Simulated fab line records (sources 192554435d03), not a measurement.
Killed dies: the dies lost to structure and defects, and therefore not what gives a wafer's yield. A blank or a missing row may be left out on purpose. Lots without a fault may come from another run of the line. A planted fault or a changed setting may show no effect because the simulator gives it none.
Matching of chambers	flow n5Finfet	4 sister chambers for N5_GATE_CUT_ETCH_19 on rieDiel-03
The step etches SiNx in CH3F/O2, target depth 53.7 nm, time 76.7 s. 4 wafers are shown with their chamber, then 7 later ones without.

WAFERS WITH THEIR CHAMBER
wafer	chamber	oes_ar_750_au (a.u.)
L076.5	2	0.70
L089.6	0	0.97
L092.2	3	0.74
L092.3	1	0.75

WAFERS WHOSE CHAMBER IS MISSING
wafer	oes_ar_750_au (a.u.)
L092.5	0.94
L094.2	0.74
L094.4	0.96
L094.5	0.97
L096.3	0.74
L096.5	0.95
L096.6	0.74

WHICH CHAMBER EACH ONE RAN IN
wafer	from the rows above	in truth
L092.5	0	0
L094.2	can't be placed: 3 or 1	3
L094.4	0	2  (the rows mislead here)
L094.5	0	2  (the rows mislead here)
L096.3	can't be placed: 3 or 1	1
L096.5	0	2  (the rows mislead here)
L096.6	can't be placed: 3 or 1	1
Placed correctly: 1 of 7. Cannot be placed on the basis of these rows: 3; the candidates contain the true chamber in 3. Number placed wrongly: 3.
How it was worked out, from the rows above alone: a wafer's distance from a chamber is the root of the sum, over the readings, of the square of ((its reading less the chamber's mean) divided by the reading's scatter). If the next closest chamber is less than 2 further off than the closest, the wafer can't be placed; otherwise it belongs to the closest. For every chamber, the mean is computed from those of its wafers that are shown. The scatter: with one shown wafer a chamber, the root of the mean of the squares of how far each hidden wafer lies from its nearest shown one.
